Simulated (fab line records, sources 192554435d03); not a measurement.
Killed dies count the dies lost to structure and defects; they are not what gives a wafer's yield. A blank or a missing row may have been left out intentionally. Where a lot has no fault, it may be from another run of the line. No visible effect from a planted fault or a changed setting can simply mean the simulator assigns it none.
Struck lot and sound lot, side by side + flow n5-finfet + 15 out of 1938 route steps
Sound: wafers L225.1, L225.3, L225.5. Struck: wafer L240.6; the same lot's L240.3 was not struck, so it is left out; see the end for the cause.
Each step with rows lists, per side, the tool, then ch with its chambers, then its first start. Under that, the readings that differ: sound wafers + struck wafers + difference of the means + sigmas: that difference in standard deviations of wafers without a fault.
alike: a reading whose means differ by less than 2 such deviations, as well as words and numbers matching on both sides. not compared: withheld readings; readings where some wafer has no value; bounds like >300 that might hide an equal value; numbers whose values overlap and for which the record gives no deviation.
Wherever a step has rows on one side only, a row that says differs or no value, or a row with sigmas, the two part there. When numbers do not overlap yet have no deviation, they are printed without sigmas and do not part them. A reading that every wafer of one side lacks parts them only if that side has two wafers or more.

first, 7 steps without rows for these wafers: N5_BEOL_M6_COAT_60 (time 60 s, resist thk 35 nm); N5_BEOL_M6_COAT_05 (resist thk 90 nm); N5_BEOL_M6_EBR_07; N5_BEOL_M6_SOFTBAKE_06 (time 60 s); N5_BEOL_M6_EXPOSE_08 (exposes mask M6); N5_BEOL_M6_PEB_09 (peb time 60 s); N5_BEOL_M6_DEVELOP_10 (develop time 30 s).
N5_BEOL_M6_CD_MEAS_11: the cd target is 38.5 nm.
  sound on cd-sem-01 ch 0, day 9 18:57; struck on cd-sem-03 ch 0, day 13 12:42
  alike: cd-nm
N5_BEOL_M6_OVL_MEAS_12:
  sound on overlay-02 ch 0, day 9 18:59; struck on overlay-02 ch 0, day 13 12:44
| reading     | sound          | struck | difference | sigmas |
|-------------|----------------|--------|------------|--------|
| M6_OVL (nm) | -1.0 -0.8 -1.8 | 1.1    | +2.3       | +3     |
N5_BEOL_M6_INSPECT_13: inspects for defects (brightfield).
  sound on defect-inspect-02, day 9 19:00; struck on defect-inspect-02, day 13 12:46
  alike: raw-defect-count
N5_BEOL_M6_DESCUM_16: chemistry O2, time 7.9 s.
  sound on rie-diel-03 ch 0,1,3, day 9 19:02; struck on rie-diel-05 ch 0, day 13 12:48
  alike: chamber-pressure-mTorr, drypump-motor-current-A, oes-product-au, rf-vpp-V, showerhead-plenum-p-Torr, throttle-valve-pct
  not compared: rf-hours-counter-h
N5_BEOL_M6_ETCH_61: etches SiARC in CF4, target depth 45.5 nm, time 75.8 s.
  sound on rie-diel-03 ch 0,1,3, day 9 19:04; struck on rie-diel-05 ch 0, day 13 12:50
  alike: chamber-pressure-mTorr, drypump-motor-current-A, etch-rf-on-time-s, oes-product-au, rf-vpp-V, showerhead-plenum-p-Torr, throttle-valve-pct
  not compared: rf-hours-counter-h
N5_BEOL_M6_ETCH_62: etches SOC in N2/H2, target depth 110 nm, overetch 22 nm, time 165 s.
  sound on rie-diel-03 ch 0,1,3, day 9 19:08; struck on rie-diel-05 ch 0, day 13 12:53
| reading                                    | sound          | struck | difference | sigmas |
|--------------------------------------------|----------------|--------|------------|--------|
| oes-product-au (a.u.)                      | 0.63 0.67 0.59 | 0.74   | +0.11      | +2     |
| model.SiARC_of_BEOL_M6_COAT_60.thk-nm (nm) | 28.2 28.6 28.4 | 29.2   | +0.8       |        |
  alike: chamber-pressure-mTorr, drypump-motor-current-A, rf-vpp-V, showerhead-plenum-p-Torr, throttle-valve-pct
  not compared: rf-hours-counter-h
then, 1 step without rows for these wafers: N5_BEOL_M6_STRIP_68 (strips in N2/H2).
-- here the record skips 4 days between the struck wafers' starts before and after, leaving off in module BEOL_M6 and picking up in module PASSIVATION (first step shown: number 1936 of the route) --
N5_PASSIVATION_PROBE_49:
  sound on prober-02, day 13 13:54; struck on prober-01, day 17 13:45
| reading         | sound | struck | difference | sigmas |
|-----------------|-------|--------|------------|--------|
| killed-at-other | 4 8 6 | 0      | -6         | -2     |
  alike: defect-limited-yield, killed_at_M0_to_M3, killed_at_M4_up, killed-at-contacts, killed-at-front-end, killed-dies, killed-open, killed-short, sort_bin_5_function, sort_bin_6_memory, sort-n-pass, sort-yield-pct

WHERE THEY PART
Last at N5_PASSIVATION_PROBE_49 as far as this record goes, first at N5_BEOL_M6_OVL_MEAS_12.

WHY: what had been put in by the simulator
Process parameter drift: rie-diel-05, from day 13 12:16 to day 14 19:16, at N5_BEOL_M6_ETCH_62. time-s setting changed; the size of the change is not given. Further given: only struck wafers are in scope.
